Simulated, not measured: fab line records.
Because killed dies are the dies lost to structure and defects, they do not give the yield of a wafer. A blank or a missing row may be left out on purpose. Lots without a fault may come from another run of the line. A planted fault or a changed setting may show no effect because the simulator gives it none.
Which of the tools did it? -- flow n5_finfet -- 33 wafers from 12 lots sampled at 2 of the route's 1938 steps

== WHAT THE GAUGES READ, wafer by wafer ==
N5_MIM_TOP_LITHO_OVL_MEAS_11. Usual: MIM_TOP_OVL gives -1 nm (standard deviation 4.4).
lot,measured,on,MIM_TOP_OVL (nm),flag
L886,day 11 17:08,overlay-01,0 -7 -2,
L889,day 13 00:21,overlay-01,4 4 -2,
L890,day 13 01:28,overlay-01,1 3 -7,
L891,day 13 12:32,overlay-01,3 -10 -2,
L899,day 15 11:13,overlay-02,4 3 2,
L898,day 15 16:04,overlay-01,8 0 4,
L900,day 16 14:16,overlay-01,-4 -3,
L901,day 16 14:18,overlay-02,-1 -2 -2,
L906,day 17 08:39,overlay-02,2 -1,
L904,day 17 12:42,overlay-01,3 8 -1,
L907,day 18 02:40,overlay-02,-6 -1,
L908,day 18 14:06,overlay-01,5 -5 0,

N5_MIM_TOP_LITHO_INSPECT_12: inspects for defects (macro). Usual: raw_defect_count reads 1.9 (standard deviation 1.5).
lot,measured,on,raw_defect_count,flag
L886,day 11 17:09,defect_inspect-02,3 5 0,
L889,day 13 00:27,defect_inspect-02,3 2 1,
L890,day 13 01:29,defect_inspect-02,1 1 0,
L891,day 13 12:34,defect_inspect-02,1 3 4,
L899,day 15 11:14,defect_inspect-02,1 2 0,
L898,day 15 16:05,defect_inspect-01,3 0 5,
L900,day 16 14:17,defect_inspect-02,3 3,
L901,day 16 14:19,defect_inspect-01,3 1 2,
L906,day 17 08:40,defect_inspect-01,2 0,
L904,day 17 12:44,defect_inspect-02,1 2 1,
L907,day 18 02:41,defect_inspect-02,0 1,
L908,day 18 14:08,defect_inspect-01,2 1 0,

== WHAT TOOL EACH LOT RAN ON (gives the tool, then ch and the chambers of the sampled wafers, and finally the start) ==
The record shows no process step preceding these readings.

== WHAT THE TOOLS THEMSELVES READ (means of the sampled wafers that have a number; where no wafer has one, the mark that the record gives instead) ==
The record holds no such reading with a usual standard deviation.

== THE ANSWER, worked out from the rows above alone ==
Rule: take the mean of a lot's wafers that have a number; if it is more than 3 standard deviations from the usual mean, the lot is off. A lot without any number at a reading at which 4 lots or more have one is off too. Where the step has rows for the other lots, those lots are counted as sound. First the gauges in route order, then the tools' own readings, where a lot's mean is used as printed above. At the first step where some lot is off, the reading lying furthest off is the one used; lots without a number count as furthest.
None of the lots is off at any reading shown; this tells nothing.

== WHAT HAD BEEN PUT IN BY THE SIMULATOR ==
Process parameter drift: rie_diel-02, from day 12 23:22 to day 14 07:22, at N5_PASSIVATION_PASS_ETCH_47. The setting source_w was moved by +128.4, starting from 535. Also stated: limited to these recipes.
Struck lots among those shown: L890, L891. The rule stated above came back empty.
